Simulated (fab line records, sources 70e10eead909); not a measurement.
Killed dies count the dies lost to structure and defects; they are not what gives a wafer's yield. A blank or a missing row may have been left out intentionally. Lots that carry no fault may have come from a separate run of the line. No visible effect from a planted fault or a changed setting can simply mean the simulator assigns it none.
The tool behind it: which one? + flow nand-harc + 69 wafers from 23 lots sampled at 6 of the route's 1302 steps

WHAT EACH GAUGE READ, for each wafer
The record lacks any reading of a measuring or inspecting step that a usual standard deviation could be used to judge.

WHAT TOOL EACH LOT RAN ON (gives the tool, then ch and the chambers of the sampled wafers, and finally the start)
| lot  | NHARC_A_STAIRCASE_TRIM_187         | NHARC_A_STAIRCASE_TRIM_189                    | NHARC_A_STAIRCASE_TRIM_196         | NHARC_A_STAIRCASE_ETCH_199                    | NHARC_A_STAIRCASE_TRIM_202                    | NHARC_A_STAIRCASE_ETCH_253         |
|------|------------------------------------|-----------------------------------------------|------------------------------------|-----------------------------------------------|-----------------------------------------------|------------------------------------|
| L075 | rie-diel-09 ch 1,2,3, day 15 21:11 | rie-diel-09 ch 0,1, day 15 22:32 or earlier   | rie-diel-02 ch 0,1,2, day 15 22:32 | rie-diel-02 ch 2,3, day 16 07:08 or earlier   | rie-diel-02 ch 0,2,3, day 16 07:08 or earlier | rie-diel-02 ch 0,2,3, day 16 07:08 |
| L074 | rie-diel-09 ch 0,1,2, day 15 21:52 | rie-diel-09 ch 2,3, day 15 23:26 or earlier   | rie-diel-13 ch 0,2,3, day 15 23:26 | rie-diel-13 ch 0,3, day 16 06:13 or earlier   | rie-diel-13 ch 0,2, day 16 06:13 or earlier   | rie-diel-09 ch 1,2, day 16 06:13   |
| L077 | rie-diel-09 ch 2,3, day 16 16:37   | rie-diel-09 ch 2,3, day 16 17:49 or earlier   | rie-diel-02 ch 1,2,3, day 16 17:49 | rie-diel-02 ch 1,3, day 17 01:10 or earlier   | rie-diel-02 ch 0,1, day 17 01:10 or earlier   | rie-diel-13 ch 2,3, day 17 01:10   |
| L076 | rie-diel-02 ch 0,2,3, day 16 21:13 | rie-diel-02 ch 1,2, day 16 22:14 or earlier   | rie-diel-13 ch 0,3, day 16 22:14   | rie-diel-13 ch 2,3, day 17 04:52 or earlier   | rie-diel-13 ch 2,3, day 17 04:52 or earlier   | rie-diel-02 ch 1,2,3, day 17 04:52 |
| L078 | rie-diel-09 ch 0,2, day 17 02:45   | rie-diel-09 ch 1,3, day 17 03:48 or earlier   | rie-diel-09 ch 0,1,2, day 17 03:48 | rie-diel-09 ch 1,2,3, day 17 10:02 or earlier | rie-diel-09 ch 1,2,3, day 17 10:02 or earlier | rie-diel-09 ch 0,1,3, day 17 10:02 |
| L079 | rie-diel-02 ch 1,3, day 18 04:44   | rie-diel-02 ch 0,2,3, day 18 07:22 or earlier | rie-diel-02 ch 1,2, day 18 07:22   | rie-diel-02 ch 0,1,3, day 18 14:02 or earlier | rie-diel-02 ch 0,2,3, day 18 14:02 or earlier | rie-diel-02 ch 0,1,2, day 18 14:02 |
| L080 | rie-diel-13 ch 0,2, day 18 12:38   | rie-diel-13 ch 0,3, day 18 13:41 or earlier   | rie-diel-13 ch 0,1,3, day 18 13:41 | rie-diel-13 ch 0,1, day 18 20:04 or earlier   | rie-diel-13 ch 2,3, day 18 20:04 or earlier   | rie-diel-09 ch 0,2,3, day 18 20:04 |
| L081 | rie-diel-09 ch 0,1,2, day 19 01:57 | rie-diel-09 ch 0,1, day 19 03:27 or earlier   | rie-diel-13 ch 0,1,2, day 19 03:27 | rie-diel-13 ch 1,3, day 19 09:50 or earlier   | rie-diel-13 ch 1,2, day 19 09:50 or earlier   | rie-diel-09 ch 1,2,3, day 19 09:50 |
| L082 | rie-diel-02 ch 0,1, day 19 17:19   | rie-diel-02 ch 1,2, day 19 18:23 or earlier   | rie-diel-13 ch 0,1,3, day 19 18:23 | rie-diel-13 ch 1,2, day 20 04:29 or earlier   | rie-diel-13 ch 0,2,3, day 20 04:29 or earlier | rie-diel-09 ch 0,2,3, day 20 04:29 |
| L084 | rie-diel-02 ch 0,1, day 20 05:08   | rie-diel-02 ch 0,2, day 20 06:14 or earlier   | rie-diel-09 ch 0,1,2, day 20 06:14 | rie-diel-09 ch 0,3, day 20 13:01 or earlier   | rie-diel-09 ch 1,2,3, day 20 13:01 or earlier | rie-diel-09 ch 1,2,3, day 20 13:01 |
| L085 | rie-diel-13 ch 1,2,3, day 20 12:04 | rie-diel-13 ch 0,2,3, day 20 13:06 or earlier | rie-diel-13 ch 0,1,3, day 20 13:06 | rie-diel-13 ch 0,1,2, day 20 20:11 or earlier | rie-diel-13 ch 1,2,3, day 20 20:11 or earlier | rie-diel-02 ch 0,2,3, day 20 20:11 |
| L086 | rie-diel-09 ch 2,3, day 20 13:32   | rie-diel-09 ch 1,3, day 20 14:34 or earlier   | rie-diel-09 ch 0,2, day 20 14:34   | rie-diel-09 ch 1,3, day 20 21:26 or earlier   | rie-diel-09 ch 0,1,2, day 20 21:26 or earlier | rie-diel-09 ch 0,2, day 20 21:26   |
| L089 | rie-diel-13 ch 1,3, day 21 23:16   | rie-diel-13 ch 2,3, day 22 00:26 or earlier   | rie-diel-02 ch 0,2,3, day 22 00:26 | rie-diel-02 ch 0,2,3, day 22 06:41 or earlier | rie-diel-02 ch 0,2, day 22 06:41 or earlier   | rie-diel-02 ch 1,2,3, day 22 06:41 |
| L087 | rie-diel-13 ch 1,3, day 22 01:07   | rie-diel-13 ch 1,2, day 22 02:16 or earlier   | rie-diel-13 ch 0,1,3, day 22 02:16 | rie-diel-13 ch 0,2, day 22 08:34 or earlier   | rie-diel-13 ch 1,3, day 22 08:34 or earlier   | rie-diel-13 ch 0,1, day 22 08:34   |
| L088 | rie-diel-02 ch 0,1,2, day 22 08:08 | rie-diel-02 ch 1,3, day 22 09:10 or earlier   | rie-diel-09 ch 1,3, day 22 09:10   | rie-diel-09 ch 1,2,3, day 22 15:32 or earlier | rie-diel-09 ch 0,3, day 22 15:32 or earlier   | rie-diel-02 ch 0,1,2, day 22 15:32 |
| L091 | rie-diel-02 ch 0,1, day 22 20:11   | rie-diel-02 ch 0,1,2, day 22 21:25 or earlier | rie-diel-02 ch 0,2, day 22 21:25   | rie-diel-02 ch 2,3, day 23 05:28 or earlier   | rie-diel-02 ch 1,3, day 23 05:28 or earlier   | rie-diel-13 ch 0,2,3, day 23 05:28 |
| L090 | rie-diel-02 ch 0,1, day 23 04:54   | rie-diel-02 ch 0,3, day 23 05:59 or earlier   | rie-diel-09 ch 0,1,3, day 23 05:59 | rie-diel-09 ch 0,1, day 23 16:30 or earlier   | rie-diel-09 ch 1,2, day 23 16:30 or earlier   | rie-diel-02 ch 0,1, day 23 16:30   |
| L093 | rie-diel-13 ch 1,2,3, day 23 05:17 | rie-diel-13 ch 0,2,3, day 23 06:19 or earlier | rie-diel-02 ch 1,2,3, day 23 06:19 | rie-diel-02 ch 1,2,3, day 23 14:46 or earlier | rie-diel-02 ch 0,1,2, day 23 14:46 or earlier | rie-diel-09 ch 0,2, day 23 14:46   |
| L092 | rie-diel-09 ch 0,3, day 23 18:31   | rie-diel-09 ch 2,3, day 23 19:41 or earlier   | rie-diel-02 ch 1,2, day 23 19:41   | rie-diel-02 ch 0,3, day 24 02:53 or earlier   | rie-diel-02 ch 0,1, day 24 02:53 or earlier   | rie-diel-09 ch 0,1, day 24 02:53   |
| L094 | rie-diel-13 ch 0,1,3, day 24 10:26 | rie-diel-13 ch 0,1,2, day 24 11:28 or earlier | rie-diel-09 ch 0,1,3, day 24 11:28 | rie-diel-09 ch 0,2,3, day 24 17:47 or earlier | rie-diel-09 ch 0,2,3, day 24 17:47 or earlier | rie-diel-09 ch 0,2,3, day 24 17:47 |
| L095 | rie-diel-02 ch 1,2,3, day 24 10:50 | rie-diel-02 ch 0,1,2, day 24 11:52 or earlier | rie-diel-02 ch 1,2,3, day 24 11:52 | rie-diel-02 ch 0,2,3, day 24 21:36 or earlier | rie-diel-02 ch 0,1,3, day 24 21:36 or earlier | rie-diel-13 ch 0,1,3, day 24 21:36 |
| L096 | rie-diel-09 ch 1,3, day 25 06:21   | rie-diel-09 ch 1,2,3, day 25 07:25 or earlier | rie-diel-09 ch 0,1,3, day 25 07:25 | rie-diel-09 ch 0,1,3, day 25 13:47 or earlier | rie-diel-09 ch 0,2,3, day 25 13:47 or earlier | rie-diel-09 ch 0,1,3, day 25 13:47 |
| L097 | rie-diel-13 ch 1,3, day 25 06:23   | rie-diel-13 ch 0,3, day 25 07:28 or earlier   | rie-diel-13 ch 1,2, day 25 07:28   | rie-diel-13 ch 0,1,2, day 25 14:41 or earlier | rie-diel-13 ch 0,3, day 25 14:41 or earlier   | rie-diel-09 ch 0,2, day 25 14:41   |
- NHARC_A_STAIRCASE_TRIM_187: chemistry O2, time 211.2 s.
- NHARC_A_STAIRCASE_TRIM_189: chemistry O2, time 211.2 s.
- NHARC_A_STAIRCASE_TRIM_196: chemistry O2, time 211.2 s.
- NHARC_A_STAIRCASE_ETCH_199: etches the open film in C4F8/O2, target depth 100 nm, time 40.5 s.
- NHARC_A_STAIRCASE_TRIM_202: chemistry O2, time 211.2 s.
- NHARC_A_STAIRCASE_ETCH_253: etches the open film in C4F8/O2, target depth 50 nm, time 20.2 s.

AS READ BY THE TOOLS THEMSELVES (means over the sampled wafers that have a number; for cases with no such wafer, the mark the record gives instead)
NHARC_A_STAIRCASE_TRIM_187. Usual: drypump-motor-current-A 5.8 A, standard deviation 0.4; oes-product-au 1.003 a.u., standard deviation 0.0086; rf-vpp-V 57.8 V, standard deviation 0.88; showerhead-plenum-p-Torr 3.56 Torr, standard deviation 0.14; throttle-valve-pct 17.036 %, standard deviation 0.0097.
| lot  | tool        | drypump-motor-current-A (A) | oes-product-au (a.u.) | rf-vpp-V (V) | showerhead-plenum-p-Torr (Torr) | throttle-valve-pct (%) | flag |
|------|-------------|-----------------------------|-----------------------|--------------|---------------------------------|------------------------|------|
| L075 | rie-diel-09 | 5.6                         | 1.000                 | 57.4         | 3.55                            | 17.032                 |      |
| L074 | rie-diel-09 | 6.0                         | 0.999                 | 58.2         | 3.67                            | 17.033                 |      |
| L077 | rie-diel-09 | 5.9                         | 1.005                 | 57.1         | 3.58                            | 17.038                 |      |
| L076 | rie-diel-02 | 5.8                         | 1.002                 | 57.6         | 3.39                            | 17.026                 |      |
| L078 | rie-diel-09 | 6.3                         | 0.993                 | 58.3         | 3.70                            | 17.034                 |      |
| L079 | rie-diel-02 | 5.5                         | 0.996                 | 57.5         | 3.59                            | 17.045                 |      |
| L080 | rie-diel-13 | 5.9                         | 0.995                 | 57.7         | 3.55                            | 17.030                 |      |
| L081 | rie-diel-09 | 6.0                         | 1.004                 | 57.7         | 3.66                            | 17.037                 |      |
| L082 | rie-diel-02 | 5.6                         | 0.994                 | 57.5         | 3.55                            | 17.039                 |      |
| L084 | rie-diel-02 | 5.9                         | 0.996                 | 58.1         | 3.44                            | 17.028                 |      |
| L085 | rie-diel-13 | 5.9                         | 1.007                 | 57.4         | 3.52                            | 17.037                 |      |
| L086 | rie-diel-09 | 5.9                         | 0.998                 | 58.4         | 3.56                            | 17.036                 |      |
| L089 | rie-diel-13 | 5.9                         | 1.005                 | 57.4         | 3.58                            | 17.045                 |      |
| L087 | rie-diel-13 | 6.0                         | 1.005                 | 58.4         | 3.58                            | 17.021                 |      |
| L088 | rie-diel-02 | 5.7                         | 1.011                 | 58.0         | 3.59                            | 17.035                 |      |
| L091 | rie-diel-02 | 5.9                         | 1.015                 | 57.7         | 3.44                            | 17.031                 |      |
| L090 | rie-diel-02 | 5.5                         | 0.998                 | 57.4         | 3.54                            | 17.046                 |      |
| L093 | rie-diel-13 | 5.9                         | 1.009                 | 57.4         | 3.51                            | 17.035                 |      |
| L092 | rie-diel-09 | 5.8                         | 0.986                 | 57.7         | 3.62                            | 17.038                 |      |
| L094 | rie-diel-13 | 5.9                         | 1.011                 | 58.5         | 3.57                            | 17.038                 |      |
| L095 | rie-diel-02 | 5.5                         | 0.995                 | 58.2         | 3.65                            | 17.029                 |      |
| L096 | rie-diel-09 | 5.3                         | 1.002                 | 57.9         | 3.48                            | 17.043                 |      |
| L097 | rie-diel-13 | 5.9                         | 1.011                 | 57.8         | 3.54                            | 17.033                 |      |

NHARC_A_STAIRCASE_TRIM_189. Usual: drypump-motor-current-A 5.8 A, standard deviation 0.41; oes-product-au 1.001 a.u., standard deviation 0.0098; rf-vpp-V 57.8 V, standard deviation 0.88; showerhead-plenum-p-Torr 3.56 Torr, standard deviation 0.14; throttle-valve-pct 17.037 %, standard deviation 0.0093.
| lot  | tool        | drypump-motor-current-A (A) | oes-product-au (a.u.) | rf-vpp-V (V) | showerhead-plenum-p-Torr (Torr) | throttle-valve-pct (%) | flag |
|------|-------------|-----------------------------|-----------------------|--------------|---------------------------------|------------------------|------|
| L075 | rie-diel-09 | 5.7                         | 0.999                 | 57.9         | 3.64                            | 17.039                 |      |
| L074 | rie-diel-09 | 5.4                         | 1.001                 | 57.9         | 3.49                            | 17.044                 |      |
| L077 | rie-diel-09 | 5.4                         | 0.996                 | 57.2         | 3.49                            | 17.030                 |      |
| L076 | rie-diel-02 | 5.5                         | 1.005                 | 57.0         | 3.40                            | 17.041                 |      |
| L078 | rie-diel-09 | 5.2                         | 1.006                 | 57.5         | 3.46                            | 17.041                 |      |
| L079 | rie-diel-02 | 5.9                         | 1.005                 | 57.2         | 3.57                            | 17.048                 |      |
| L080 | rie-diel-13 | 5.9                         | 0.998                 | 58.2         | 3.58                            | 17.034                 |      |
| L081 | rie-diel-09 | 6.0                         | 1.003                 | 58.2         | 3.69                            | 17.048                 |      |
| L082 | rie-diel-02 | 5.3                         | 1.002                 | 57.4         | 3.71                            | 17.030                 |      |
| L084 | rie-diel-02 | 5.8                         | 1.017                 | 57.7         | 3.65                            | 17.027                 |      |
| L085 | rie-diel-13 | 5.9                         | 1.003                 | 56.9         | 3.52                            | 17.033                 |      |
| L086 | rie-diel-09 | 5.1                         | 1.003                 | 57.5         | 3.44                            | 17.036                 |      |
| L089 | rie-diel-13 | 5.9                         | 1.004                 | 58.0         | 3.44                            | 17.040                 |      |
| L087 | rie-diel-13 | 5.9                         | 1.011                 | 58.4         | 3.46                            | 17.042                 |      |
| L088 | rie-diel-02 | 5.4                         | 0.983                 | 57.0         | 3.61                            | 17.041                 |      |
| L091 | rie-diel-02 | 5.7                         | 0.998                 | 58.4         | 3.59                            | 17.037                 |      |
| L090 | rie-diel-02 | 5.9                         | 0.992                 | 57.1         | 3.46                            | 17.033                 |      |
| L093 | rie-diel-13 | 5.9                         | 1.000                 | 57.9         | 3.51                            | 17.037                 |      |
| L092 | rie-diel-09 | 5.9                         | 1.007                 | 57.5         | 3.55                            | 17.032                 |      |
| L094 | rie-diel-13 | 5.9                         | 1.006                 | 57.2         | 3.53                            | 17.035                 |      |
| L095 | rie-diel-02 | 5.7                         | 0.996                 | 58.2         | 3.58                            | 17.027                 |      |
| L096 | rie-diel-09 | 5.6                         | 1.008                 | 57.9         | 3.51                            | 17.043                 |      |
| L097 | rie-diel-13 | 5.9                         | 1.008                 | 57.9         | 3.55                            | 17.034                 |      |

NHARC_A_STAIRCASE_TRIM_196. Usual: drypump-motor-current-A 5.8 A, standard deviation 0.4; oes-product-au 1.002 a.u., standard deviation 0.0096; rf-vpp-V 57.9 V, standard deviation 0.8; showerhead-plenum-p-Torr 3.56 Torr, standard deviation 0.14; throttle-valve-pct 17.036 %, standard deviation 0.0087.
| lot  | tool        | drypump-motor-current-A (A) | oes-product-au (a.u.) | rf-vpp-V (V) | showerhead-plenum-p-Torr (Torr) | throttle-valve-pct (%) | flag |
|------|-------------|-----------------------------|-----------------------|--------------|---------------------------------|------------------------|------|
| L075 | rie-diel-02 | 5.7                         | 1.010                 | 57.2         | 3.43                            | 17.044                 |      |
| L074 | rie-diel-13 | 5.9                         | 1.005                 | 57.1         | 3.54                            | 17.037                 |      |
| L077 | rie-diel-02 | 5.5                         | 1.010                 | 57.8         | 3.50                            | 17.037                 |      |
| L076 | rie-diel-13 | 5.9                         | 0.998                 | 57.5         | 3.61                            | 17.036                 |      |
| L078 | rie-diel-09 | 6.0                         | 1.005                 | 58.1         | 3.67                            | 17.030                 |      |
| L079 | rie-diel-02 | 5.5                         | 1.011                 | 57.8         | 3.76                            | 17.041                 |      |
| L080 | rie-diel-13 | 5.9                         | 1.002                 | 57.8         | 3.60                            | 17.042                 |      |
| L081 | rie-diel-13 | 5.9                         | 0.992                 | 58.0         | 3.55                            | 17.035                 |      |
| L082 | rie-diel-13 | 5.9                         | 0.992                 | 58.1         | 3.59                            | 17.033                 |      |
| L084 | rie-diel-09 | 6.0                         | 0.995                 | 58.0         | 3.65                            | 17.043                 |      |
| L085 | rie-diel-13 | 5.9                         | 0.998                 | 57.6         | 3.59                            | 17.035                 |      |
| L086 | rie-diel-09 | 6.3                         | 1.005                 | 57.5         | 3.68                            | 17.048                 |      |
| L089 | rie-diel-02 | 5.9                         | 1.002                 | 58.3         | 3.55                            | 17.033                 |      |
| L087 | rie-diel-13 | 5.9                         | 1.001                 | 58.4         | 3.58                            | 17.037                 |      |
| L088 | rie-diel-09 | 5.2                         | 1.000                 | 58.0         | 3.44                            | 17.034                 |      |
| L091 | rie-diel-02 | 5.8                         | 1.009                 | 58.6         | 3.64                            | 17.029                 |      |
| L090 | rie-diel-09 | 5.6                         | 1.005                 | 57.7         | 3.55                            | 17.034                 |      |
| L093 | rie-diel-02 | 5.5                         | 0.996                 | 58.9         | 3.65                            | 17.038                 |      |
| L092 | rie-diel-02 | 5.5                         | 1.006                 | 58.0         | 3.73                            | 17.035                 |      |
| L094 | rie-diel-09 | 5.6                         | 0.993                 | 57.4         | 3.55                            | 17.043                 |      |
| L095 | rie-diel-02 | 5.5                         | 0.994                 | 58.7         | 3.65                            | 17.025                 |      |
| L096 | rie-diel-09 | 5.6                         | 0.998                 | 58.2         | 3.54                            | 17.043                 |      |
| L097 | rie-diel-13 | 5.9                         | 1.010                 | 57.9         | 3.52                            | 17.044                 |      |

NHARC_A_STAIRCASE_ETCH_199. Usual: oes-product-au 0.948 a.u., standard deviation 0.012; rf-vpp-V 897 V, standard deviation 5.1.
| lot  | tool        | oes-product-au (a.u.) | rf-vpp-V (V) | flag |
|------|-------------|-----------------------|--------------|------|
| L075 | rie-diel-02 | 0.964                 | 894          |      |
| L074 | rie-diel-13 | 0.947                 | 899          |      |
| L077 | rie-diel-02 | 0.965                 | 900          |      |
| L076 | rie-diel-13 | 0.950                 | 893          |      |
| L078 | rie-diel-09 | 0.947                 | 897          |      |
| L079 | rie-diel-02 | 0.940                 | 896          |      |
| L080 | rie-diel-13 | 0.950                 | 899          |      |
| L081 | rie-diel-13 | 0.952                 | 898          |      |
| L082 | rie-diel-13 | 0.941                 | 894          |      |
| L084 | rie-diel-09 | 0.954                 | 900          |      |
| L085 | rie-diel-13 | 0.947                 | 897          |      |
| L086 | rie-diel-09 | 0.939                 | 895          |      |
| L089 | rie-diel-02 | 0.940                 | 897          |      |
| L087 | rie-diel-13 | 0.948                 | 894          |      |
| L088 | rie-diel-09 | 0.954                 | 895          |      |
| L091 | rie-diel-02 | 0.955                 | 903          |      |
| L090 | rie-diel-09 | 0.926                 | 902          |      |
| L093 | rie-diel-02 | 0.959                 | 901          |      |
| L092 | rie-diel-02 | 0.949                 | 894          |      |
| L094 | rie-diel-09 | 0.953                 | 898          |      |
| L095 | rie-diel-02 | 0.938                 | 897          |      |
| L096 | rie-diel-09 | 0.939                 | 897          |      |
| L097 | rie-diel-13 | 0.942                 | 896          |      |

NHARC_A_STAIRCASE_TRIM_202. Usual: drypump-motor-current-A 5.8 A, standard deviation 0.41; oes-product-au 1.002 a.u., standard deviation 0.01; rf-vpp-V 57.9 V, standard deviation 0.92; showerhead-plenum-p-Torr 3.55 Torr, standard deviation 0.13; throttle-valve-pct 17.036 %, standard deviation 0.0095.
| lot  | tool        | drypump-motor-current-A (A) | oes-product-au (a.u.) | rf-vpp-V (V) | showerhead-plenum-p-Torr (Torr) | throttle-valve-pct (%) | flag |
|------|-------------|-----------------------------|-----------------------|--------------|---------------------------------|------------------------|------|
| L075 | rie-diel-02 | 5.9                         | 0.996                 | 57.8         | 3.39                            | 17.045                 |      |
| L074 | rie-diel-13 | 5.9                         | 1.003                 | 58.0         | 3.57                            | 17.027                 |      |
| L077 | rie-diel-02 | 5.9                         | 1.009                 | 57.5         | 3.46                            | 17.035                 |      |
| L076 | rie-diel-13 | 5.8                         | 1.004                 | 56.7         | 3.46                            | 17.043                 |      |
| L078 | rie-diel-09 | 5.6                         | 1.001                 | 57.4         | 3.55                            | 17.039                 |      |
| L079 | rie-diel-02 | 5.9                         | 1.000                 | 58.8         | 3.57                            | 17.034                 |      |
| L080 | rie-diel-13 | 5.9                         | 1.007                 | 57.1         | 3.50                            | 17.030                 |      |
| L081 | rie-diel-13 | 5.9                         | 1.000                 | 58.0         | 3.47                            | 17.029                 |      |
| L082 | rie-diel-13 | 5.9                         | 1.000                 | 57.5         | 3.52                            | 17.039                 |      |
| L084 | rie-diel-09 | 5.6                         | 1.002                 | 57.8         | 3.53                            | 17.035                 |      |
| L085 | rie-diel-13 | 5.9                         | 1.011                 | 56.8         | 3.52                            | 17.039                 |      |
| L086 | rie-diel-09 | 6.0                         | 1.005                 | 58.7         | 3.65                            | 17.034                 |      |
| L089 | rie-diel-02 | 6.1                         | 1.011                 | 57.5         | 3.48                            | 17.034                 |      |
| L087 | rie-diel-13 | 5.9                         | 1.006                 | 58.0         | 3.58                            | 17.036                 |      |
| L088 | rie-diel-09 | 5.8                         | 0.992                 | 58.8         | 3.62                            | 17.045                 |      |
| L091 | rie-diel-02 | 5.4                         | 0.985                 | 57.6         | 3.61                            | 17.037                 |      |
| L090 | rie-diel-09 | 5.8                         | 1.015                 | 57.2         | 3.58                            | 17.046                 |      |
| L093 | rie-diel-02 | 5.7                         | 0.998                 | 59.0         | 3.58                            | 17.036                 |      |
| L092 | rie-diel-02 | 5.6                         | 1.006                 | 58.0         | 3.53                            | 17.029                 |      |
| L094 | rie-diel-09 | 5.9                         | 1.001                 | 58.6         | 3.58                            | 17.035                 |      |
| L095 | rie-diel-02 | 5.7                         | 0.993                 | 58.0         | 3.50                            | 17.046                 |      |
| L096 | rie-diel-09 | 5.8                         | 1.001                 | 58.2         | 3.57                            | 17.032                 |      |
| L097 | rie-diel-13 | 5.8                         | 1.017                 | 58.1         | 3.57                            | 17.036                 |      |

NHARC_A_STAIRCASE_ETCH_253. Usual: oes-product-au 0.959 a.u., standard deviation 0.021; rf-vpp-V 897 V, standard deviation 5.4.
| lot  | tool        | oes-product-au (a.u.) | rf-vpp-V (V) | flag |
|------|-------------|-----------------------|--------------|------|
| L075 | rie-diel-02 | 0.953                 | 891          |      |
| L074 | rie-diel-09 | 0.960                 | 899          |      |
| L077 | rie-diel-13 | 0.919                 | 895          |      |
| L076 | rie-diel-02 | 0.975                 | 895          |      |
| L078 | rie-diel-09 | 0.979                 | 898          |      |
| L079 | rie-diel-02 | 0.967                 | 899          |      |
| L080 | rie-diel-09 | 0.920                 | 898          |      |
| L081 | rie-diel-09 | 0.956                 | 896          |      |
| L082 | rie-diel-09 | 0.925                 | 899          |      |
| L084 | rie-diel-09 | 0.972                 | 895          |      |
| L085 | rie-diel-02 | 0.975                 | 897          |      |
| L086 | rie-diel-09 | 0.967                 | 901          |      |
| L089 | rie-diel-02 | 0.962                 | 901          |      |
| L087 | rie-diel-13 | 0.945                 | 899          |      |
| L088 | rie-diel-02 | 0.952                 | 898          |      |
| L091 | rie-diel-13 | 0.949                 | 895          |      |
| L090 | rie-diel-02 | 0.964                 | 891          |      |
| L093 | rie-diel-09 | 0.946                 | 902          |      |
| L092 | rie-diel-09 | 0.956                 | 901          |      |
| L094 | rie-diel-09 | 0.963                 | 897          |      |
| L095 | rie-diel-13 | 1.004                 | 897          |      |
| L096 | rie-diel-09 | 0.976                 | 896          |      |
| L097 | rie-diel-09 | 0.961                 | 901          |      |

THE ANSWER, worked out from the rows above alone
Rule: take the mean of a lot's wafers that have a number; if it is more than 3 standard deviations from the usual mean, the lot is off. Also off: a lot with no number at a reading for which 4 or more lots have one. Any other lot the step has rows for is counted as sound. After the gauges, taken in route order, come the tools' own readings; for these a lot's mean is taken, as printed above. The first step at which some lot is off is used, and at that step the reading that is off furthest; a lot without a number counts as furthest.
Nothing can be told from this: no lot is off at any reading shown.

WHAT THE SIMULATOR PUT IN
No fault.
